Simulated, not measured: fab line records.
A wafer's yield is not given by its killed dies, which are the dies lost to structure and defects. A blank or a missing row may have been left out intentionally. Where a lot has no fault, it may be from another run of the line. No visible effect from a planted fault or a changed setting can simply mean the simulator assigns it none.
The tool behind it: which one? || flow n5-finfet || Sampling: 10 lots, 28 wafers, 6 of 1938 route steps

== WHAT THE GAUGES READ, wafer by wafer ==
N5_GATE_CUT_INSPECT_15: inspects for defects (brightfield). Usual: raw-defect-count 147, standard deviation 40.
{"lot": "L713", "measured": "day 4 21:51", "on": "defect-inspect-01", "raw-defect-count": "123 128 98", "flag": ""}
{"lot": "L714", "measured": "day 5 00:10", "on": "defect-inspect-02", "raw-defect-count": "195 206 244", "flag": ""}
{"lot": "L715", "measured": "day 5 10:52", "on": "defect-inspect-01", "raw-defect-count": "159 206 160", "flag": ""}
{"lot": "L718", "measured": "day 5 22:56", "on": "defect-inspect-01", "raw-defect-count": "282 135 130", "flag": ""}
{"lot": "L719", "measured": "day 6 05:27", "on": "defect-inspect-02", "raw-defect-count": "112 183 110", "flag": ""}
{"lot": "L721", "measured": "day 6 18:35", "on": "defect-inspect-01", "raw-defect-count": "153 181", "flag": ""}
{"lot": "L722", "measured": "day 7 04:14", "on": "defect-inspect-02", "raw-defect-count": "180 118", "flag": ""}
{"lot": "L730", "measured": "day 9 05:11", "on": "defect-inspect-01", "raw-defect-count": "78 134 124", "flag": ""}
{"lot": "L734", "measured": "day 10 01:35", "on": "defect-inspect-02", "raw-defect-count": "172 101 71", "flag": ""}
{"lot": "L735", "measured": "day 10 05:54", "on": "defect-inspect-02", "raw-defect-count": "113 159 120", "flag": ""}

N5_GATE_CUT_THK_MEAS_24. Usual: GC_FILL_THK 219.7 nm, standard deviation 2.2.
{"lot": "L713", "measured": "day 5 01:19", "on": "film-metro-02", "GC_FILL_THK (nm)": "220.6 219.8 221.1", "flag": ""}
{"lot": "L714", "measured": "day 5 03:03", "on": "film-metro-01", "GC_FILL_THK (nm)": "217.8 217.5 220.8", "flag": ""}
{"lot": "L715", "measured": "day 5 13:37", "on": "film-metro-02", "GC_FILL_THK (nm)": "218.0 219.9 218.4", "flag": ""}
{"lot": "L718", "measured": "day 6 01:39", "on": "film-metro-02", "GC_FILL_THK (nm)": "219.8 224.9 221.8", "flag": ""}
{"lot": "L719", "measured": "day 6 08:08", "on": "film-metro-01", "GC_FILL_THK (nm)": "221.3 218.7 218.4", "flag": ""}
{"lot": "L721", "measured": "day 6 21:15", "on": "film-metro-02", "GC_FILL_THK (nm)": "221.9 233.5", "flag": "OFF"}
{"lot": "L722", "measured": "day 7 06:54", "on": "film-metro-02", "GC_FILL_THK (nm)": "216.3 219.1", "flag": ""}
{"lot": "L730", "measured": "day 9 07:55", "on": "film-metro-02", "GC_FILL_THK (nm)": "215.2 220.1 219.8", "flag": ""}
{"lot": "L734", "measured": "day 10 04:14", "on": "film-metro-01", "GC_FILL_THK (nm)": "220.8 219.6 223.2", "flag": ""}
{"lot": "L735", "measured": "day 10 08:50", "on": "film-metro-01", "GC_FILL_THK (nm)": "222.2 223.0 222.1", "flag": ""}

== WHAT TOOL EACH LOT RAN ON (gives the tool, then ch and the chambers of the sampled wafers, and finally the start) ==
{"lot": "L713", "N5_GATE_CUT_HM_DEP_46": "pecvd-02 ch 0,1,2, day 4 21:26", "N5_GATE_CUT_HM_OPEN_40": "rie-diel-04 ch 0,1,3, day 4 22:03", "N5_GATE_CUT_CUT_ETCH_54": "rie-metal-03 ch 0,1, day 4 22:20", "N5_GATE_CUT_VAPOR_ETCH_49": "rie-metal-03 ch 0,1, day 4 22:29"}
{"lot": "L714", "N5_GATE_CUT_HM_DEP_46": "pecvd-04 ch 0,2, day 4 23:44", "N5_GATE_CUT_HM_OPEN_40": "rie-diel-05 ch 0,3, day 5 00:23", "N5_GATE_CUT_CUT_ETCH_54": "rie-metal-01 ch 1, day 5 00:40", "N5_GATE_CUT_VAPOR_ETCH_49": "rie-metal-01 ch 1, day 5 00:49"}
{"lot": "L715", "N5_GATE_CUT_HM_DEP_46": "pecvd-01 ch 0,1, day 5 10:17", "N5_GATE_CUT_HM_OPEN_40": "rie-diel-01 ch 2,3, day 5 11:03", "N5_GATE_CUT_CUT_ETCH_54": "rie-metal-01 ch 0,1, day 5 11:20", "N5_GATE_CUT_VAPOR_ETCH_49": "rie-metal-01 ch 0,1, day 5 11:29"}
{"lot": "L718", "N5_GATE_CUT_HM_DEP_46": "pecvd-01 ch 1,2, day 5 22:23", "N5_GATE_CUT_HM_OPEN_40": "rie-diel-04 ch 0,1, day 5 23:10", "N5_GATE_CUT_CUT_ETCH_54": "rie-metal-01 ch 0,1, day 5 23:28", "N5_GATE_CUT_VAPOR_ETCH_49": "rie-metal-01 ch 0,1, day 5 23:37"}
{"lot": "L719", "N5_GATE_CUT_HM_DEP_46": "pecvd-02 ch 0,1,2, day 6 05:01", "N5_GATE_CUT_HM_OPEN_40": "rie-diel-01 ch 1,2,3, day 6 05:40", "N5_GATE_CUT_CUT_ETCH_54": "rie-metal-03 ch 0,1, day 6 05:58", "N5_GATE_CUT_VAPOR_ETCH_49": "rie-metal-03 ch 0,1, day 6 06:07"}
{"lot": "L721", "N5_GATE_CUT_HM_DEP_46": "pecvd-01 ch 0,1, day 6 18:11", "N5_GATE_CUT_HM_OPEN_40": "rie-diel-01 ch 1,2, day 6 18:47", "N5_GATE_CUT_CUT_ETCH_54": "rie-metal-01 ch 1, day 6 19:05", "N5_GATE_CUT_VAPOR_ETCH_49": "rie-metal-01 ch 1, day 6 19:14"}
{"lot": "L722", "N5_GATE_CUT_HM_DEP_46": "pecvd-04 ch 1,2, day 7 03:41", "N5_GATE_CUT_HM_OPEN_40": "rie-diel-05 ch 0,1, day 7 04:26", "N5_GATE_CUT_CUT_ETCH_54": "rie-metal-02 ch 0,1, day 7 04:44", "N5_GATE_CUT_VAPOR_ETCH_49": "rie-metal-02 ch 0,1, day 7 04:53"}
{"lot": "L730", "N5_GATE_CUT_HM_DEP_46": "pecvd-04 ch 1,2, day 9 04:46", "N5_GATE_CUT_HM_OPEN_40": "rie-diel-04 ch 2,3, day 9 05:23", "N5_GATE_CUT_CUT_ETCH_54": "rie-metal-02 ch 1, day 9 05:41", "N5_GATE_CUT_VAPOR_ETCH_49": "rie-metal-02 ch 1, day 9 05:50"}
{"lot": "L734", "N5_GATE_CUT_HM_DEP_46": "pecvd-04 ch 0,2, day 10 01:01", "N5_GATE_CUT_HM_OPEN_40": "rie-diel-05 ch 2,3, day 10 01:46", "N5_GATE_CUT_CUT_ETCH_54": "rie-metal-03 ch 0,1, day 10 02:04", "N5_GATE_CUT_VAPOR_ETCH_49": "rie-metal-03 ch 0,1, day 10 02:13"}
{"lot": "L735", "N5_GATE_CUT_HM_DEP_46": "pecvd-02 ch 0,2, day 10 05:21", "N5_GATE_CUT_HM_OPEN_40": "rie-diel-01 ch 1,2,3, day 10 06:22", "N5_GATE_CUT_CUT_ETCH_54": "rie-metal-01 ch 0,1, day 10 06:39", "N5_GATE_CUT_VAPOR_ETCH_49": "rie-metal-01 ch 0,1, day 10 06:48"}
- N5_GATE_CUT_HM_DEP_46: deposits SiO2 from TEOS/O2, target thk 130 nm, time 26.6 s.
- N5_GATE_CUT_HM_OPEN_40: chemistry C4F6/O2, target SiO2, target depth 139 nm, time 85.1 s.
- N5_GATE_CUT_CUT_ETCH_54: etches TiN in Cl2/BCl3, target depth 96.7 nm.
- N5_GATE_CUT_VAPOR_ETCH_49: etches TiAlC in BCl3/Cl2.

== WHAT THE TOOLS THEMSELVES READ (means of the sampled wafers that have a number; where no wafer has one, the mark that the record gives instead) ==
N5_GATE_CUT_HM_DEP_46. Usual: heater-power-w 576 W, standard deviation 86; showerhead-plenum-p-Torr 8.36 Torr, standard deviation 0.04; throttle-valve-pct 18.9 %, standard deviation 0.96.
{"lot": "L713", "tool": "pecvd-02", "heater-power-w (W)": 612, "showerhead-plenum-p-Torr (Torr)": 8.32, "throttle-valve-pct (%)": 18.6, "flag": ""}
{"lot": "L714", "tool": "pecvd-04", "heater-power-w (W)": 622, "showerhead-plenum-p-Torr (Torr)": 8.37, "throttle-valve-pct (%)": 18.2, "flag": ""}
{"lot": "L715", "tool": "pecvd-01", "heater-power-w (W)": 570, "showerhead-plenum-p-Torr (Torr)": 8.39, "throttle-valve-pct (%)": 19.2, "flag": ""}
{"lot": "L718", "tool": "pecvd-01", "heater-power-w (W)": 538, "showerhead-plenum-p-Torr (Torr)": 8.38, "throttle-valve-pct (%)": 19.3, "flag": ""}
{"lot": "L719", "tool": "pecvd-02", "heater-power-w (W)": 594, "showerhead-plenum-p-Torr (Torr)": 8.30, "throttle-valve-pct (%)": 18.7, "flag": ""}
{"lot": "L721", "tool": "pecvd-01", "heater-power-w (W)": 575, "showerhead-plenum-p-Torr (Torr)": 8.39, "throttle-valve-pct (%)": 19.4, "flag": ""}
{"lot": "L722", "tool": "pecvd-04", "heater-power-w (W)": 570, "showerhead-plenum-p-Torr (Torr)": 8.38, "throttle-valve-pct (%)": 18.5, "flag": ""}
{"lot": "L730", "tool": "pecvd-04", "heater-power-w (W)": 509, "showerhead-plenum-p-Torr (Torr)": 8.37, "throttle-valve-pct (%)": 18.8, "flag": ""}
{"lot": "L734", "tool": "pecvd-04", "heater-power-w (W)": 648, "showerhead-plenum-p-Torr (Torr)": 8.37, "throttle-valve-pct (%)": 18.2, "flag": ""}
{"lot": "L735", "tool": "pecvd-02", "heater-power-w (W)": 560, "showerhead-plenum-p-Torr (Torr)": 8.32, "throttle-valve-pct (%)": 18.6, "flag": ""}

N5_GATE_CUT_HM_OPEN_40. Usual: drypump-motor-current-A 5.6 A, standard deviation 0.37; etch-rf-on-time-s 94.0 s, standard deviation 2.8; oes-product-au 0.72 a.u., standard deviation 0.081; rf-vpp-V 666 V, standard deviation 15; showerhead-plenum-p-Torr 2.91 Torr, standard deviation 0.053; throttle-valve-pct 20.83 %, standard deviation 0.21.
{"lot": "L713", "tool": "rie-diel-04", "drypump-motor-current-A (A)": 5.5, "etch-rf-on-time-s (s)": 93.6, "oes-product-au (a.u.)": 0.71, "rf-vpp-V (V)": 676, "showerhead-plenum-p-Torr (Torr)": 2.93, "throttle-valve-pct (%)": 20.67, "flag": ""}
{"lot": "L714", "tool": "rie-diel-05", "drypump-motor-current-A (A)": 5.5, "etch-rf-on-time-s (s)": 93.9, "oes-product-au (a.u.)": 0.65, "rf-vpp-V (V)": 659, "showerhead-plenum-p-Torr (Torr)": 2.97, "throttle-valve-pct (%)": 20.88, "flag": ""}
{"lot": "L715", "tool": "rie-diel-01", "drypump-motor-current-A (A)": 6.1, "etch-rf-on-time-s (s)": 96.1, "oes-product-au (a.u.)": 0.69, "rf-vpp-V (V)": 652, "showerhead-plenum-p-Torr (Torr)": 2.82, "throttle-valve-pct (%)": 21.02, "flag": ""}
{"lot": "L718", "tool": "rie-diel-04", "drypump-motor-current-A (A)": 5.1, "etch-rf-on-time-s (s)": 93.2, "oes-product-au (a.u.)": 0.69, "rf-vpp-V (V)": 671, "showerhead-plenum-p-Torr (Torr)": 2.93, "throttle-valve-pct (%)": 20.63, "flag": ""}
{"lot": "L719", "tool": "rie-diel-01", "drypump-motor-current-A (A)": 5.9, "etch-rf-on-time-s (s)": 95.0, "oes-product-au (a.u.)": 0.74, "rf-vpp-V (V)": 663, "showerhead-plenum-p-Torr (Torr)": 2.88, "throttle-valve-pct (%)": 20.98, "flag": ""}
{"lot": "L721", "tool": "rie-diel-01", "drypump-motor-current-A (A)": 5.8, "etch-rf-on-time-s (s)": 98.2, "oes-product-au (a.u.)": 0.80, "rf-vpp-V (V)": 672, "showerhead-plenum-p-Torr (Torr)": 2.90, "throttle-valve-pct (%)": 20.96, "flag": ""}
{"lot": "L722", "tool": "rie-diel-05", "drypump-motor-current-A (A)": 5.3, "etch-rf-on-time-s (s)": 91.1, "oes-product-au (a.u.)": 0.73, "rf-vpp-V (V)": 656, "showerhead-plenum-p-Torr (Torr)": 2.95, "throttle-valve-pct (%)": 20.89, "flag": ""}
{"lot": "L730", "tool": "rie-diel-04", "drypump-motor-current-A (A)": 6.1, "etch-rf-on-time-s (s)": 90.4, "oes-product-au (a.u.)": 0.79, "rf-vpp-V (V)": 678, "showerhead-plenum-p-Torr (Torr)": 2.90, "throttle-valve-pct (%)": 20.76, "flag": ""}
{"lot": "L734", "tool": "rie-diel-05", "drypump-motor-current-A (A)": 5.7, "etch-rf-on-time-s (s)": 98.4, "oes-product-au (a.u.)": 0.79, "rf-vpp-V (V)": 679, "showerhead-plenum-p-Torr (Torr)": 2.90, "throttle-valve-pct (%)": 20.57, "flag": ""}
{"lot": "L735", "tool": "rie-diel-01", "drypump-motor-current-A (A)": 5.9, "etch-rf-on-time-s (s)": 95.3, "oes-product-au (a.u.)": 0.79, "rf-vpp-V (V)": 662, "showerhead-plenum-p-Torr (Torr)": 2.87, "throttle-valve-pct (%)": 20.89, "flag": ""}

N5_GATE_CUT_CUT_ETCH_54. Usual: drypump-motor-current-A 5.5 A, standard deviation 0.48; etch-rf-on-time-s 36.4 s, standard deviation 0.88; oes-product-au 0.71 a.u., standard deviation 0.13; throttle-valve-pct 22.49 %, standard deviation 0.21.
{"lot": "L713", "tool": "rie-metal-03", "drypump-motor-current-A (A)": 6.0, "etch-rf-on-time-s (s)": 36.9, "oes-product-au (a.u.)": 0.81, "throttle-valve-pct (%)": 22.30, "flag": ""}
{"lot": "L714", "tool": "rie-metal-01", "drypump-motor-current-A (A)": 5.9, "etch-rf-on-time-s (s)": 36.1, "oes-product-au (a.u.)": 0.83, "throttle-valve-pct (%)": 22.32, "flag": ""}
{"lot": "L715", "tool": "rie-metal-01", "drypump-motor-current-A (A)": 5.7, "etch-rf-on-time-s (s)": 35.9, "oes-product-au (a.u.)": 0.63, "throttle-valve-pct (%)": 22.53, "flag": ""}
{"lot": "L718", "tool": "rie-metal-01", "drypump-motor-current-A (A)": 5.7, "etch-rf-on-time-s (s)": 35.4, "oes-product-au (a.u.)": 0.72, "throttle-valve-pct (%)": 22.41, "flag": ""}
{"lot": "L719", "tool": "rie-metal-03", "drypump-motor-current-A (A)": 6.0, "etch-rf-on-time-s (s)": 38.1, "oes-product-au (a.u.)": 0.71, "throttle-valve-pct (%)": 22.46, "flag": ""}
{"lot": "L721", "tool": "rie-metal-01", "drypump-motor-current-A (A)": 5.8, "etch-rf-on-time-s (s)": 36.1, "oes-product-au (a.u.)": 0.81, "throttle-valve-pct (%)": 22.32, "flag": ""}
{"lot": "L722", "tool": "rie-metal-02", "drypump-motor-current-A (A)": 5.2, "etch-rf-on-time-s (s)": 35.7, "oes-product-au (a.u.)": 0.72, "throttle-valve-pct (%)": 22.55, "flag": ""}
{"lot": "L730", "tool": "rie-metal-02", "drypump-motor-current-A (A)": 4.7, "etch-rf-on-time-s (s)": 36.5, "oes-product-au (a.u.)": 0.58, "throttle-valve-pct (%)": 22.77, "flag": ""}
{"lot": "L734", "tool": "rie-metal-03", "drypump-motor-current-A (A)": 6.0, "etch-rf-on-time-s (s)": 37.8, "oes-product-au (a.u.)": 0.68, "throttle-valve-pct (%)": 22.49, "flag": ""}
{"lot": "L735", "tool": "rie-metal-01", "drypump-motor-current-A (A)": 5.8, "etch-rf-on-time-s (s)": 36.1, "oes-product-au (a.u.)": 0.80, "throttle-valve-pct (%)": 22.36, "flag": ""}

N5_GATE_CUT_VAPOR_ETCH_49. Usual: drypump-motor-current-A 5.5 A, standard deviation 0.49; oes-product-au 0.79 a.u., standard deviation 0.14.
{"lot": "L713", "tool": "rie-metal-03", "drypump-motor-current-A (A)": 6.0, "oes-product-au (a.u.)": 0.92, "flag": ""}
{"lot": "L714", "tool": "rie-metal-01", "drypump-motor-current-A (A)": 5.9, "oes-product-au (a.u.)": 0.91, "flag": ""}
{"lot": "L715", "tool": "rie-metal-01", "drypump-motor-current-A (A)": 5.7, "oes-product-au (a.u.)": 0.69, "flag": ""}
{"lot": "L718", "tool": "rie-metal-01", "drypump-motor-current-A (A)": 5.8, "oes-product-au (a.u.)": 0.80, "flag": ""}
{"lot": "L719", "tool": "rie-metal-03", "drypump-motor-current-A (A)": 6.0, "oes-product-au (a.u.)": 0.80, "flag": ""}
{"lot": "L721", "tool": "rie-metal-01", "drypump-motor-current-A (A)": 5.8, "oes-product-au (a.u.)": 0.90, "flag": ""}
{"lot": "L722", "tool": "rie-metal-02", "drypump-motor-current-A (A)": 5.2, "oes-product-au (a.u.)": 0.79, "flag": ""}
{"lot": "L730", "tool": "rie-metal-02", "drypump-motor-current-A (A)": 4.7, "oes-product-au (a.u.)": 0.65, "flag": ""}
{"lot": "L734", "tool": "rie-metal-03", "drypump-motor-current-A (A)": 6.0, "oes-product-au (a.u.)": 0.77, "flag": ""}
{"lot": "L735", "tool": "rie-metal-01", "drypump-motor-current-A (A)": 5.8, "oes-product-au (a.u.)": 0.88, "flag": ""}

== THE ANSWER, worked out from the rows above alone ==
Rule: a lot is off if the mean of its wafers that have a number lies more than 3 standard deviations from the usual mean. A lot without any number at a reading at which 4 lots or more have one is off too. All remaining lots with rows at the step are treated as sound. First the gauges in route order, then the tools' own readings, where a lot's mean is used as printed above. At the first step where some lot is off, the reading lying furthest off is the one used; lots without a number count as furthest.
Off: L721, at N5_GATE_CUT_THK_MEAS_24 (GC_FILL_THK).
If a tool, at a process step before that reading, ran all the lots that are off and no sound lot after the first of them, it fits. The gauges at N5_GATE_CUT_THK_MEAS_24 are tried like those tools. One fits: pecvd-01 at N5_GATE_CUT_HM_DEP_46. Its last sound lot is L718 (day 5 22:23), its first lot that is off L721 (day 6 18:11): a fault that began between those two fits.

== WHAT WAS PUT IN BY THE SIMULATOR ==
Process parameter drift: pecvd-01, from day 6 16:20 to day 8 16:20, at N5_GATE_CUT_HM_DEP_46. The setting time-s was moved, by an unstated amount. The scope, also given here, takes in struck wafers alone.
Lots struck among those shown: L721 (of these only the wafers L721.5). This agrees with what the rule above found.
